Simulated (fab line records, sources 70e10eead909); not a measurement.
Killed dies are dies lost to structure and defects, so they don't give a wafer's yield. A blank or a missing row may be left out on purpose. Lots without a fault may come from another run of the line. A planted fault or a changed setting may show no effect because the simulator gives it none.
fab line records | flow nand_harc
record lots=14 wafers=42 last_day=24
route steps=1159 shown A_ONON_D1@443 A_CHANNEL_HOLE_D1@457
lots that met no fault: from a run of the same line without faults
start_h: hours from the record's first day to the start of the lot's first wafer shown | wait_h: hours since the lot's step before | " the same as in the row above | L1.1+2: a row that stands for several wafers | - no value, or no start given | * or withheld: withheld | < > ~ a bound
route shown NAME@n: a module of which the file shows steps, and the number in the route of the first | usual: mean/standard deviation of fault-free wafers | same: alike in all rows | chamber/n: place in a boat | sites: the reading at each site | _std_site: their standard deviation | _edge_site: outer sites' mean less inner sites' | radius_mm: how far each site lies from the wafer's centre | mask NAME#n: copy n | behind: the tool/chamber that last shaped the wafer | hold: why the lot was held/for how many hours/how that ended | device: the transistor (n, p or np) that didn't switch | end of line: the same wafers' tests at the end of the route | a step without rows: its recipe alone | killed: dies lost to structure and defects at the first sort, not the wafer's yield | map: a wafer's dies, x killed, . not, _ none there
set.NAME: the setting as run; set.NAME@STEP: as run at that earlier step | model.NAME: the simulator's own value behind a step, which no gauge read
steps of the route over a sample of lots; a table a step, a row a wafer
services: from which hour (start_h, from the record's first day; less than 0 if before it) a tool's chamber was out of use, for how many hours, and why
## steps
# step NHARC_A_ONON_D1_THK_MEAS_27
# recipe thk_meas_gauge=ellipsometry
# usual thk_nm=999/11
# columns lot.wafer tool chamber start_h wait_h thk_nm
L576.4 film_metro-01 - 168.31 - 996
L576.5 " - " " 996
L576.6 " - " " 994
L579.1 film_metro-02 - 188.41 - 994
L579.2 " - " " 995
L579.4 " - " " 994
L578.3 film_metro-01 - 188.42 - 1017
L578.5 " - " " 1017
L578.6 " - " " 1016
L580.4 film_metro-01 - 188.55 - 1007
L580.5 " - " " 1008
L580.6 " - " " 1009
L577.1 film_metro-02 - 188.77 - 1003
L577.5 " - " " 1004
L577.6 " - " " 1003
L587.2 film_metro-01 - 238.07 - 1012
L587.4 " - " " 1013
L587.6 " - " " 1013
L589.1 film_metro-02 - 249.38 - 981
L589.5 " - " " 979
L589.6 " - " " 984
L588.1 film_metro-02 - 249.73 - 1000
L588.3 " - " " 1000
L588.6 " - " " 999
L591.4 film_metro-02 - 256.96 - 996
L591.5 " - " " 995
L591.6 " - " " 994
L592.1 film_metro-01 - 256.96 - 995
L592.4 " - " " 994
L592.5 " - " " 995
L593.1 film_metro-02 - 266.89 - 1001
L593.3 " - " " 1003
L593.4 " - " " 1001
L595.1 film_metro-02 - 278.56 - 997
L595.3 " - " " 998
L595.4 " - " " 998
L597.3 film_metro-02 - 293.25 - 1017
L597.4 " - " " 1013
L597.6 " - " " 1014
L599.1 film_metro-02 - 316.18 - 1000
L599.2 " - " " 1000
L599.4 " - " " 1002
# step NHARC_A_ONON_D1_INSPECT_32
# usual raw_defect_count=72/24
# columns lot.wafer tool chamber start_h wait_h raw_defect_count
L576.4 defect_inspect-02 - 169.41 0.0 134
L576.5 " - " " 104
L576.6 " - " " 126
L579.1 defect_inspect-02 - 189.51 0.0 136
L579.2 " - " " 67
L579.4 " - " " 60
L578.3 defect_inspect-01 - 189.54 0.0 66
L578.5 " - " " 65
L578.6 " - " " 72
L580.4 defect_inspect-02 - 189.68 0.0 86
L580.5 " - " " 86
L580.6 " - " " 84
L577.1 defect_inspect-01 - 189.89 0.0 56
L577.5 " - " " 132
L577.6 " - " " 56
L587.2 defect_inspect-01 - 239.17 0.0 60
L587.4 " - " " 73
L587.6 " - " " 54
L589.1 defect_inspect-01 - 250.50 0.0 55
L589.5 " - " " 122
L589.6 " - " " 77
L588.1 defect_inspect-02 - 250.82 0.0 65
L588.3 " - " " 109
L588.6 " - " " 108
L591.4 defect_inspect-01 - 258.08 0.0 54
L591.5 " - " " 63
L591.6 " - " " 53
L592.1 defect_inspect-02 - 258.09 0.0 55
L592.4 " - " " 47
L592.5 " - " " 51
L593.1 defect_inspect-02 - 267.99 0.0 75
L593.3 " - " " 72
L593.4 " - " " 70
L595.1 defect_inspect-01 - 279.66 0.0 72
L595.3 " - " " 93
L595.4 " - " " 90
L597.3 defect_inspect-02 - 294.74 0.0 82
L597.4 " - " " 38
L597.6 " - " " 28
L599.1 defect_inspect-01 - 317.42 0.0 39
L599.2 " - " " 77
L599.4 " - " " 47
# step NHARC_A_CHANNEL_HOLE_D1_SOFTBAKE_05
# recipe temp_c=105 time_s=55
# usual exhaust_pa=45.2/1 heater_power_total_W=188.44/0.13 plate_temp_C=105.01/0.13
# columns lot.wafer tool chamber start_h wait_h exhaust_pa heater_power_total_W plate_temp_C
L576.4 litho_track-01 0 172 - 44.9 188.35 104.91
L576.5 " 0 " " 44.1 188.66 104.90
L576.6 " 0 " " 43.6 188.32 105.02
L579.1 litho_track-04 0 191 - 46.6 188.36 104.99
L579.2 " 0 " " 46.6 188.36 104.89
L579.4 " 0 " " 46.1 188.37 105.07
L578.3 litho_track-01 0 191 - 45.7 188.36 104.87
L578.5 " 0 " " 46.9 188.65 105.07
L578.6 " 0 " " 43.8 188.42 105.26
L580.4 litho_track-06 0 191 - 45.5 188.70 104.81
L580.5 " 0 " " 44.3 188.42 104.75
L580.6 " 0 " " 44.7 188.36 104.88
L577.1 litho_track-04 0 193 - 44.0 188.49 104.71
L577.5 " 0 " " 43.6 188.41 104.77
L577.6 " 0 " " 45.1 188.74 104.88
L587.2 litho_track-01 0 244 - 43.8 192.79 105.01
L587.4 " 0 " " 44.2 193.04 104.95
L587.6 " 0 " " 44.7 192.84 104.86
L589.1 litho_track-04 0 253 - 45.7 188.40 105.09
L589.5 " 0 " " 46.4 188.49 104.98
L589.6 " 0 " " 46.3 188.42 104.81
L588.1 litho_track-01 0 254 - 44.6 192.96 105.05
L588.3 " 0 " " 46.7 192.99 105.11
L588.6 " 0 " " 44.5 193.25 105.21
L591.4 litho_track-06 0 260 - 46.3 188.36 105.01
L591.5 " 0 " " 47.2 188.58 105.05
L591.6 " 0 " " 47.8 188.37 104.94
L592.1 litho_track-04 0 261 - 43.2 188.68 105.14
L592.4 " 0 " " 44.2 188.76 104.84
L592.5 " 0 " " 43.9 188.34 105.04
L593.1 litho_track-06 0 270 - 44.9 188.33 104.86
L593.3 " 0 " " 43.7 188.34 104.91
L593.4 " 0 " " 44.5 188.32 104.90
L595.1 litho_track-06 0 282 - 45.8 188.32 105.13
L595.3 " 0 " " 47.1 188.51 105.28
L595.4 " 0 " " 47.1 188.71 105.10
L597.3 litho_track-06 0 299 - 45.1 188.39 105.04
L597.4 " 0 " " 46.5 188.34 105.19
L597.6 " 0 " " 45.7 188.74 105.06
L599.1 litho_track-01 0 319 - 46.0 188.44 105.15
L599.2 " 0 " " 45.4 188.38 105.18
L599.4 " 0 " " 44.3 188.35 105.18
# step NHARC_A_CHANNEL_HOLE_D1_OVL_MEAS_11
# usual overlay_x_nm=-0.3/0.96 overlay_y_nm=0.1/0.93
# columns lot.wafer tool chamber start_h wait_h overlay_x_nm overlay_y_nm
L576.4 overlay-02 - 172.68 - 1.6 0.8
L576.5 " - " " 0.8 1.0
L576.6 " - " " 1.4 1.1
L579.1 overlay-02 - 192.32 - 1.6 -0.5
L579.2 " - " " 1.7 -0.1
L579.4 " - " " 1.6 -0.2
L578.3 overlay-01 - 192.47 - -0.7 -2.3
L578.5 " - " " -0.9 -2.1
L578.6 " - " " -0.9 -1.8
L580.4 overlay-02 - 192.63 - -0.6 0.0
L580.5 " - " " -1.3 0.0
L580.6 " - " " -1.0 0.1
L577.1 overlay-02 - 194.22 - -1.5 -0.9
L577.5 " - " " -1.2 -1.0
L577.6 " - " " -1.6 -0.9
L587.2 overlay-02 - 245.13 - -0.3 -0.5
L587.4 " - " " -0.5 -0.8
L587.6 " - " " 0.0 -0.6
L589.1 overlay-02 - 253.94 - 1.4 -0.2
L589.5 " - " " 1.3 0.0
L589.6 " - " " 1.4 0.3
L588.1 overlay-01 - 254.99 - 1.1 -0.7
L588.3 " - " " 0.1 -0.8
L588.6 " - " " 0.8 -0.5
L591.4 overlay-02 - 260.90 - -0.3 2.1
L591.5 " - " " -0.7 2.4
L591.6 " - " " -0.6 2.1
L592.1 overlay-02 - 262.06 - -0.4 0.9
L592.4 " - " " 0.0 1.3
L592.5 " - " " -0.5 1.1
L593.1 overlay-02 - 270.78 - -0.5 0.4
L593.3 " - " " -0.8 -0.3
L593.4 " - " " -0.7 -0.4
L595.1 overlay-01 - 283.36 - -0.3 -0.1
L595.3 " - " " 0.6 -0.1
L595.4 " - " " -0.1 -0.3
L597.3 overlay-02 - 299.74 - -0.6 -0.5
L597.4 " - " " -0.4 -0.7
L597.6 " - " " -0.7 -0.4
L599.1 overlay-01 - 320.50 - -2.0 0.0
L599.2 " - " " -1.8 -0.1
L599.4 " - " " -1.6 0.0
## services
# columns tool chamber start_h hours kind
litho_track-01 - 268.00 7.0 pm
litho_track-06 - 285.75 - consumable_replace:filter
litho_track-06 - 292.00 7.0 pm
litho_track-01 - 295.97 - consumable_replace:filter
litho_track-04 - 316.00 7.0 pm
## key
first_sign step=NHARC_A_CHANNEL_HOLE_D1_SOFTBAKE_05 reading=heater_power_total_W direction=up sigmas=34 usual=* struck=*
effect none on later readings
met_at NHARC_A_CHANNEL_HOLE_D1_SOFTBAKE_05
struck_lots L587,L588
tester_left_out L587,L588
not_acting_at NHARC_A_ONON_D1_THK_MEAS_27,NHARC_A_ONON_D1_INSPECT_32,NHARC_A_CHANNEL_HOLE_D1_OVL_MEAS_11
onset_between 191 244
fault kind=process_parameter_drift tool=litho_track-01 chamber=- onset_h=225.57 steps=NHARC_A_CHANNEL_HOLE_D1_SOFTBAKE_05 channel=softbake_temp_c offset=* shape=step end_h=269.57 acts_in=* stated=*
# tester_left_out: of these lots the tester's yield and bins aren't shown, on N5 and GAA mostly nor the transistor test; their killed dies are dies lost to structure and defects alone, not to doping, threshold or leakage, so they don't give the yield
